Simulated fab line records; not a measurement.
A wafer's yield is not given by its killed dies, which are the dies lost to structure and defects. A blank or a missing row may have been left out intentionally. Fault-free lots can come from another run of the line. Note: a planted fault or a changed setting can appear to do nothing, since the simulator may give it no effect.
Which tool is to blame?	flow nand_harc	Sampling: 24 lots, 72 wafers, 6 of 1302 route steps

== WHAT EACH GAUGE READ, for each wafer ==
The record lacks any reading of a measuring or inspecting step that a usual standard deviation could be used to judge.

== TOOL THAT RAN EACH LOT (tool first, then ch and the chambers of the sampled wafers, then the start) ==
lot	NHARC_A_STAIRCASE_TRIM_16	NHARC_A_STAIRCASE_TRIM_20	NHARC_A_STAIRCASE_ETCH_23	NHARC_A_STAIRCASE_ETCH_190	NHARC_A_STAIRCASE_ETCH_192	NHARC_A_STAIRCASE_TRIM_200
L074	rie_diel-12 ch 0,1,3, day 15 18:56 or earlier	rie_diel-10 ch 2,3, day 15 18:56	rie_diel-10 ch 1,2,3, no start	rie_diel-06 ch 1,3, no start	rie_diel-06 ch 1,3, no start	rie_diel-12 ch 0,1,3, no start
L075	rie_diel-10 ch 0,1,3, day 16 00:34 or earlier	rie_diel-12 ch 1,3, day 16 00:34	rie_diel-12 ch 1,2, no start	rie_diel-10 ch 0,1,2, no start	rie_diel-10 ch 1,2,3, no start	rie_diel-12 ch 0,3, no start
L078	rie_diel-12 ch 1,2,3, day 17 05:07 or earlier	rie_diel-06 ch 1,2,3, day 17 05:07	rie_diel-06 ch 1,2,3, no start	rie_diel-10 ch 1,2,3, no start	rie_diel-10 ch 0,2,3, no start	rie_diel-12 ch 0,2,3, no start
L076	rie_diel-10 ch 0,1,3, day 17 05:22 or earlier	rie_diel-12 ch 1,2,3, day 17 05:22	rie_diel-12 ch 1,3, no start	rie_diel-10 ch 0,2, no start	rie_diel-10 ch 0,2,3, no start	rie_diel-10 ch 0,1,3, no start
L077	rie_diel-10 ch 1,2,3, day 17 07:32 or earlier	rie_diel-06 ch 1,2, day 17 07:32	rie_diel-06 ch 1,3, no start	rie_diel-12 ch 0,2,3, no start	rie_diel-12 ch 0,1,2, no start	rie_diel-10 ch 0,2,3, no start
L079	rie_diel-06 ch 3, day 17 16:04 or earlier	rie_diel-12 ch 0,1,3, day 17 16:04	rie_diel-12 ch 1,3, no start	rie_diel-06 ch 2,3, no start	rie_diel-06 ch 1,2, no start	rie_diel-12 ch 1,3, no start
L080	rie_diel-06 ch 1,3, day 18 02:49 or earlier	rie_diel-12 ch 0,1,2, day 18 02:49	rie_diel-12 ch 1,2, no start	rie_diel-10 ch 2,3, no start	rie_diel-10 ch 0,2,3, no start	rie_diel-10 ch 0,1,3, no start
L081	rie_diel-12 ch 1,3, day 18 02:27 or earlier	rie_diel-12 ch 0,1,2, day 18 02:27	rie_diel-12 ch 0,2,3, no start	rie_diel-10 ch 1,2,3, no start	rie_diel-10 ch 0,3, no start	rie_diel-10 ch 0,2, no start
L084	rie_diel-12 ch 1,2,3, day 19 05:41 or earlier	rie_diel-06 ch 1,2, day 19 05:41	rie_diel-06 ch 1,2, no start	rie_diel-10 ch 0,2, no start	rie_diel-10 ch 0,3, no start	rie_diel-06 ch 0,3, no start
L082	rie_diel-10 ch 0,1, day 19 11:10 or earlier	rie_diel-12 ch 1,2,3, day 19 11:10	rie_diel-12 ch 0,1, no start	rie_diel-12 ch 1,2,3, no start	rie_diel-12 ch 1,2,3, no start	rie_diel-06 ch 0,1,2, no start
L083	rie_diel-06 ch 0,1,3, day 19 11:20 or earlier	rie_diel-06 ch 0,1,2, day 19 11:20	rie_diel-06 ch 0,1,2, no start	rie_diel-10 ch 0,1,3, no start	rie_diel-10 ch 0,2,3, no start	rie_diel-10 ch 0,1,3, no start
L085	rie_diel-06 ch 1,2,3, day 20 21:54 or earlier	rie_diel-12 ch 0,1, day 20 21:54	rie_diel-12 ch 0,1,3, no start	rie_diel-12 ch 2,3, no start	rie_diel-12 ch 0,2, no start	rie_diel-06 ch 1,2,3, no start
L086	rie_diel-12 ch 1,2, day 20 21:46 or earlier	rie_diel-10 ch 0,3, day 20 21:46	rie_diel-10 ch 0,2,3, no start	rie_diel-06 ch 1,2, no start	rie_diel-06 ch 1,2,3, no start	rie_diel-06 ch 1,2, no start
L087	rie_diel-10 ch 0,2, day 21 10:01 or earlier	rie_diel-12 ch 1,2, day 21 10:01	rie_diel-12 ch 1,2,3, no start	rie_diel-12 ch 1,2,3, no start	rie_diel-12 ch 0,3, no start	rie_diel-10 ch 2,3, no start
L088	rie_diel-10 ch 2,3, day 21 18:50 or earlier	rie_diel-06 ch 2,3, day 21 18:50	rie_diel-06 ch 0,2,3, no start	rie_diel-12 ch 0,1,2, no start	rie_diel-12 ch 1,2,3, no start	rie_diel-12 ch 0,2, no start
L089	rie_diel-06 ch 1,2,3, day 21 23:52 or earlier	rie_diel-10 ch 0,1,2, day 21 23:52	rie_diel-10 ch 1,2,3, no start	rie_diel-06 ch 1,2,3, no start	rie_diel-06 ch 0,1,3, no start	rie_diel-12 ch 0,2,3, no start
L091	rie_diel-12 ch 1,2,3, day 22 09:50 or earlier	rie_diel-12 ch 1,2,3, day 22 09:50	rie_diel-12 ch 0,2, no start	rie_diel-12 ch 1,2,3, no start	rie_diel-12 ch 0,3, no start	rie_diel-12 ch 0,1, no start
L090	rie_diel-06 ch 0,1,3, day 22 13:22 or earlier	rie_diel-06 ch 2,3, day 22 13:22	rie_diel-06 ch 0,3, no start	rie_diel-06 ch 0,2,3, no start	rie_diel-06 ch 0,1,3, no start	rie_diel-06 ch 0,2,3, no start
L092	rie_diel-10 ch 2,3, day 23 00:58 or earlier	rie_diel-10 ch 1,2,3, day 23 00:58	rie_diel-10 ch 0,1, no start	rie_diel-12 ch 0,1,3, no start	rie_diel-12 ch 1,2,3, no start	rie_diel-12 ch 0,2,3, no start
L093	rie_diel-12 ch 0,2,3, day 23 01:52 or earlier	rie_diel-12 ch 0,2,3, day 23 01:52	rie_diel-12 ch 2,3, no start	rie_diel-06 ch 1,3, no start	rie_diel-06 ch 0,2, no start	rie_diel-10 ch 1,3, no start
L094	rie_diel-10 ch 0,1,2, day 24 07:29 or earlier	rie_diel-12 ch 1,2, day 24 07:29	rie_diel-12 ch 0,2,3, no start	rie_diel-10 ch 0,2,3, no start	rie_diel-10 ch 0,1,2, no start	rie_diel-10 ch 0,2,3, no start
L095	rie_diel-06 ch 0,1,2, day 24 07:47 or earlier	rie_diel-06 ch 0,1,2, day 24 07:47	rie_diel-06 ch 0,1,2, no start	rie_diel-10 ch 1,2,3, no start	rie_diel-10 ch 0,1,3, no start	rie_diel-10 ch 0,2,3, no start
L096	rie_diel-10 ch 1,2,3, day 24 17:19 or earlier	rie_diel-12 ch 1,3, day 24 17:19	rie_diel-12 ch 0,1,2, no start	rie_diel-06 ch 0,1,2, no start	rie_diel-06 ch 0,2,3, no start	rie_diel-12 ch 1,2,3, no start
L097	rie_diel-10 ch 2,3, day 25 07:59 or earlier	rie_diel-10 ch 0,1,2, day 25 07:59	rie_diel-10 ch 1,3, no start	rie_diel-06 ch 0,1,3, no start	rie_diel-06 ch 0,1, no start	rie_diel-06 ch 1,2,3, no start
- NHARC_A_STAIRCASE_TRIM_16: chemistry O2, time 211.2 s.
- NHARC_A_STAIRCASE_TRIM_20: chemistry O2, time 211.2 s.
- NHARC_A_STAIRCASE_ETCH_23: etches the open film in C4F8/O2, target depth 100 nm, time 40.5 s.
- NHARC_A_STAIRCASE_ETCH_190: etches the open film in C4F8/O2, target depth 100 nm, time 40.5 s.
- NHARC_A_STAIRCASE_ETCH_192: etches the open film in C4F8/O2, target depth 100 nm, time 40.5 s.
- NHARC_A_STAIRCASE_TRIM_200: chemistry O2, time 211.2 s.

== WHAT THE TOOLS THEMSELVES READ (means of the sampled wafers that have a number; where no wafer has one, the mark that the record gives instead) ==
NHARC_A_STAIRCASE_TRIM_16. Usual: drypump_motor_current_A 5.8 A, standard deviation 0.49; oes_product_au 1.002 a.u., standard deviation 0.0098; rf_vpp_V 57.7 V, standard deviation 0.92; showerhead_plenum_p_Torr 3.50 Torr, standard deviation 0.1; throttle_valve_pct 17.036 %, standard deviation 0.0092.
lot	tool	drypump_motor_current_A (A)	oes_product_au (a.u.)	rf_vpp_V (V)	showerhead_plenum_p_Torr (Torr)	throttle_valve_pct (%)	flag
L074	rie_diel-12	6.0	0.999	57.7	3.51	17.036	
L075	rie_diel-10	5.7	1.010	57.3	3.48	17.038	
L078	rie_diel-12	5.9	0.995	57.3	3.54	17.033	
L076	rie_diel-10	5.7	1.015	57.6	3.47	17.031	
L077	rie_diel-10	5.8	1.007	58.1	3.59	17.029	
L079	rie_diel-06	5.3	1.001	58.5	3.47	17.038	
L080	rie_diel-06	5.8	1.011	57.2	3.39	17.045	
L081	rie_diel-12	6.0	0.986	57.9	3.55	17.043	
L084	rie_diel-12	5.9	0.997	58.5	3.53	17.038	
L082	rie_diel-10	6.2	1.004	57.0	3.43	17.031	
L083	rie_diel-06	5.9	1.004	56.8	3.46	17.046	
L085	rie_diel-06	5.3	1.008	57.4	3.45	17.033	
L086	rie_diel-12	5.8	1.003	57.5	3.50	17.035	
L087	rie_diel-10	5.9	0.991	57.8	3.52	17.038	
L088	rie_diel-10	5.6	0.995	58.6	3.62	17.046	
L089	rie_diel-06	5.3	1.006	57.1	3.45	17.047	
L091	rie_diel-12	5.9	0.996	58.2	3.51	17.041	
L090	rie_diel-06	5.9	1.009	56.9	3.46	17.031	
L092	rie_diel-10	5.7	1.002	58.4	3.61	17.037	
L093	rie_diel-12	6.0	1.004	57.6	3.49	17.033	
L094	rie_diel-10	6.0	0.998	57.1	3.46	17.034	
L095	rie_diel-06	5.7	1.007	58.0	3.48	17.043	
L096	rie_diel-10	5.8	1.002	58.3	3.55	17.034	
L097	rie_diel-10	5.3	0.999	57.5	3.58	17.039	

NHARC_A_STAIRCASE_TRIM_20. Usual: drypump_motor_current_A 5.8 A, standard deviation 0.48; oes_product_au 1.000 a.u., standard deviation 0.0095; rf_vpp_V 57.7 V, standard deviation 0.91; showerhead_plenum_p_Torr 3.50 Torr, standard deviation 0.088; throttle_valve_pct 17.038 %, standard deviation 0.0084.
lot	tool	drypump_motor_current_A (A)	oes_product_au (a.u.)	rf_vpp_V (V)	showerhead_plenum_p_Torr (Torr)	throttle_valve_pct (%)	flag
L074	rie_diel-10	5.6	0.998	58.4	3.64	17.030	
L075	rie_diel-12	6.0	0.996	57.8	3.56	17.034	
L078	rie_diel-06	5.3	1.012	57.2	3.47	17.039	
L076	rie_diel-12	5.9	1.002	57.6	3.54	17.039	
L077	rie_diel-06	5.1	1.003	57.8	3.50	17.035	
L079	rie_diel-12	6.0	0.993	57.5	3.50	17.038	
L080	rie_diel-12	5.9	0.991	58.1	3.49	17.033	
L081	rie_diel-12	5.9	0.987	58.3	3.49	17.029	
L084	rie_diel-06	5.1	1.012	58.2	3.49	17.038	
L082	rie_diel-12	5.9	0.986	58.1	3.52	17.035	
L083	rie_diel-06	5.7	1.007	58.0	3.50	17.033	
L085	rie_diel-12	6.0	0.994	57.9	3.45	17.036	
L086	rie_diel-10	5.4	0.999	58.1	3.39	17.043	
L087	rie_diel-12	5.8	1.001	57.0	3.50	17.039	
L088	rie_diel-06	5.1	1.012	57.5	3.49	17.050	
L089	rie_diel-10	6.0	0.992	57.7	3.47	17.040	
L091	rie_diel-12	5.9	1.006	57.7	3.51	17.035	
L090	rie_diel-06	4.8	1.002	58.2	3.53	17.035	
L092	rie_diel-10	5.8	0.999	58.0	3.56	17.035	
L093	rie_diel-12	6.0	1.005	58.1	3.49	17.037	
L094	rie_diel-12	5.9	0.992	57.4	3.49	17.040	
L095	rie_diel-06	5.7	1.004	58.2	3.48	17.038	
L096	rie_diel-12	6.0	1.002	57.7	3.49	17.039	
L097	rie_diel-10	6.0	0.996	57.1	3.46	17.036	

NHARC_A_STAIRCASE_ETCH_23. Usual: oes_product_au 0.946 a.u., standard deviation 0.015; rf_vpp_V 895 V, standard deviation 3.4.
lot	tool	oes_product_au (a.u.)	rf_vpp_V (V)	flag
L074	rie_diel-10	0.959	898	
L075	rie_diel-12	0.967	896	
L078	rie_diel-06	0.963	894	
L076	rie_diel-12	0.942	896	
L077	rie_diel-06	0.937	892	
L079	rie_diel-12	0.935	896	
L080	rie_diel-12	0.931	895	
L081	rie_diel-12	0.922	895	
L084	rie_diel-06	0.951	891	
L082	rie_diel-12	0.934	894	
L083	rie_diel-06	0.954	895	
L085	rie_diel-12	0.963	895	
L086	rie_diel-10	0.937	895	
L087	rie_diel-12	0.953	895	
L088	rie_diel-06	0.968	896	
L089	rie_diel-10	0.949	897	
L091	rie_diel-12	0.947	893	
L090	rie_diel-06	0.965	896	
L092	rie_diel-10	0.946	889	
L093	rie_diel-12	0.939	896	
L094	rie_diel-12	0.958	894	
L095	rie_diel-06	0.933	894	
L096	rie_diel-12	0.949	895	
L097	rie_diel-10	0.923	896	

NHARC_A_STAIRCASE_ETCH_190. Usual: oes_product_au 0.944 a.u., standard deviation 0.011; rf_vpp_V 895 V, standard deviation 4.
lot	tool	oes_product_au (a.u.)	rf_vpp_V (V)	flag
L074	rie_diel-06	0.962	894	
L075	rie_diel-10	0.956	895	
L078	rie_diel-10	0.942	898	
L076	rie_diel-10	0.936	895	
L077	rie_diel-12	0.940	895	
L079	rie_diel-06	0.937	896	
L080	rie_diel-10	0.934	900	
L081	rie_diel-10	0.939	898	
L084	rie_diel-10	0.943	890	
L082	rie_diel-12	0.941	897	
L083	rie_diel-10	0.961	894	
L085	rie_diel-12	0.936	896	
L086	rie_diel-06	0.951	892	
L087	rie_diel-12	0.944	896	
L088	rie_diel-12	0.942	894	
L089	rie_diel-06	0.946	893	
L091	rie_diel-12	0.945	895	
L090	rie_diel-06	0.942	896	
L092	rie_diel-12	0.952	894	
L093	rie_diel-06	0.947	890	
L094	rie_diel-10	0.924	895	
L095	rie_diel-10	0.928	896	
L096	rie_diel-06	0.949	894	
L097	rie_diel-06	0.951	893	

NHARC_A_STAIRCASE_ETCH_192. Usual: oes_product_au 0.945 a.u., standard deviation 0.011; rf_vpp_V 895 V, standard deviation 3.7.
lot	tool	oes_product_au (a.u.)	rf_vpp_V (V)	flag
L074	rie_diel-06	0.963	891	
L075	rie_diel-10	0.953	898	
L078	rie_diel-10	0.945	896	
L076	rie_diel-10	0.946	896	
L077	rie_diel-12	0.934	895	
L079	rie_diel-06	0.955	891	
L080	rie_diel-10	0.933	895	
L081	rie_diel-10	0.932	895	
L084	rie_diel-10	0.955	890	
L082	rie_diel-12	0.934	896	
L083	rie_diel-10	0.946	896	
L085	rie_diel-12	0.943	894	
L086	rie_diel-06	0.942	893	
L087	rie_diel-12	0.949	894	
L088	rie_diel-12	0.950	895	
L089	rie_diel-06	0.952	892	
L091	rie_diel-12	0.956	895	
L090	rie_diel-06	0.951	894	
L092	rie_diel-12	0.936	895	
L093	rie_diel-06	0.943	897	
L094	rie_diel-10	0.932	894	
L095	rie_diel-10	0.955	892	
L096	rie_diel-06	0.954	896	
L097	rie_diel-06	0.938	894	

NHARC_A_STAIRCASE_TRIM_200. Usual: drypump_motor_current_A 5.7 A, standard deviation 0.51; oes_product_au 1.002 a.u., standard deviation 0.0098; rf_vpp_V 57.6 V, standard deviation 0.94; showerhead_plenum_p_Torr 3.49 Torr, standard deviation 0.1; throttle_valve_pct 17.036 %, standard deviation 0.01.
lot	tool	drypump_motor_current_A (A)	oes_product_au (a.u.)	rf_vpp_V (V)	showerhead_plenum_p_Torr (Torr)	throttle_valve_pct (%)	flag
L074	rie_diel-12	6.0	0.991	57.2	3.51	17.036	
L075	rie_diel-12	6.1	0.992	58.1	3.49	17.029	
L078	rie_diel-12	6.0	0.994	56.4	3.52	17.042	
L076	rie_diel-10	5.7	1.001	57.4	3.47	17.043	
L077	rie_diel-10	5.5	1.000	58.1	3.52	17.032	
L079	rie_diel-12	6.0	0.986	58.1	3.55	17.041	
L080	rie_diel-10	5.7	1.010	57.8	3.46	17.036	
L081	rie_diel-10	5.7	1.009	57.6	3.42	17.033	
L084	rie_diel-06	5.6	1.005	58.1	3.51	17.035	
L082	rie_diel-06	5.7	1.004	57.6	3.50	17.046	
L083	rie_diel-10	5.7	1.001	56.9	3.46	17.047	
L085	rie_diel-06	5.3	1.008	57.5	3.45	17.029	
L086	rie_diel-06	5.5	1.007	56.5	3.41	17.040	
L087	rie_diel-10	5.6	0.999	57.2	3.62	17.035	
L088	rie_diel-12	5.9	0.999	57.9	3.48	17.031	
L089	rie_diel-12	6.0	1.008	57.5	3.49	17.035	
L091	rie_diel-12	6.0	1.002	56.4	3.44	17.043	
L090	rie_diel-06	5.4	1.015	58.0	3.53	17.032	
L092	rie_diel-12	6.0	1.007	57.7	3.49	17.028	
L093	rie_diel-10	6.0	0.994	57.4	3.51	17.050	
L094	rie_diel-10	5.5	0.997	58.1	3.49	17.044	
L095	rie_diel-10	5.6	1.002	56.7	3.49	17.041	
L096	rie_diel-12	5.9	0.995	57.5	3.50	17.027	
L097	rie_diel-06	5.3	1.010	57.7	3.43	17.035	

== THE ANSWER, worked out from the rows above alone ==
Rule: lot off if the mean of its wafers having a number is beyond 3 standard deviations from the usual mean. Also off: a lot with no number at a reading for which 4 or more lots have one. The other lots that the step has rows for count as sound. Order of review: gauges by route order, followed by the tools' own readings, for which a lot's mean as printed above is used. The first step at which some lot is off is used, and at that step the reading that is off furthest; a lot without a number counts as furthest.
Across all readings shown, no lot is off: no conclusion can be drawn from this.

== WHAT THE SIMULATOR PUT IN ==
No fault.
